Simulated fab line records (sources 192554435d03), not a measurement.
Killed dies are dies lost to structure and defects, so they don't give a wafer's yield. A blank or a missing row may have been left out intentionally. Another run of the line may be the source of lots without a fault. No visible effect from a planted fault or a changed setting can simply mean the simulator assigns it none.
The same fault as seen by 2 desks	flow n5Finfet	every desk sees just its own numbers, and what lay behind them comes last

## THE TOOL OWNER'S DESK: lithoTrack-02
The tool's own readings at N5_SD_EPI_P_COAT_34 (time 60 s, resist thk 350 nm): means of the sampled wafers that have a number, for each lot that ran on this tool. If a lot's mean is further than 4 standard deviations from the usual mean, the lot is out of limits and carries the mark OUT (the distance appears in the brackets).
Columns: A = heaterPowerTotalW at N5_SD_EPI_P_COAT_34, usual 500.3 W; B = spinSpeedRpm at N5_SD_EPI_P_COAT_34, usual 1500.0 rpm
lot	first seen here	A	B
L951	day 3 09:48	500.5	1500.0
L953	day 3 22:13	500.2	1499.9
L958	day 5 07:35	500.4	1640.5 (+99 or more) OUT
L960	day 5 18:47	498.5	1639.5 (+99 or more) OUT
This desk finds L958, L960 out of limits, L958 being first, at day 5 07:35 (spinSpeedRpm at N5_SD_EPI_P_COAT_34). L951, L953: within limits.

## THE DEFECT DESK
Counts from the inspections along the route, per lot, as means over the sampled wafers that have a number. If a lot's mean is further than 4 standard deviations from the usual mean, the lot is out of limits and carries the mark OUT (the distance appears in the brackets).
Columns: A = rawDefectCount at N5_SD_EPI_N_INSPECT_11, usual 2.0; B = rawDefectCount at N5_SD_EPI_N_INSPECT_26, usual 199
lot	first seen here	A	B
L950	day 3 01:09	2.3	153
L951	day 3 05:36	1.3	189
L952	day 3 13:32	1.7	173
L953	day 3 17:56	1.0	177
L955	day 4 07:04	2.0	225
L958	day 5 03:29	1.7	217
L960	day 5 14:08	3.0	197
L963	day 6 06:57	1.3	171
L964	day 6 10:37	3.0	182
L969	day 7 22:29	2.0	251
L970	day 8 00:38	1.3	196
L973	day 8 20:47	1.7	213
Finding of this desk: none of the 12 lots has anything out of limits.

## PUT TOGETHER
The tool owner's desk could have raised an alarm at day 5 07:35, on L958, L960.
No out-of-limits result turned up at the defect desk.
The defect desk has L958, L960 on record, within its limits.
On lithoTrack-02, each named lot ran N5_SD_EPI_P_COAT_34.

## WHAT THE SIMULATOR PUT IN
Drift in process parameters on lithoTrack-02 at N5_SD_EPI_P_COAT_34, starting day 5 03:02. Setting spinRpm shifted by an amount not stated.
Shown lots that were struck: L958, L960.
How many hours passed from the start of the fault until each desk's first out-of-limits reading: the tool owner's desk, 5.
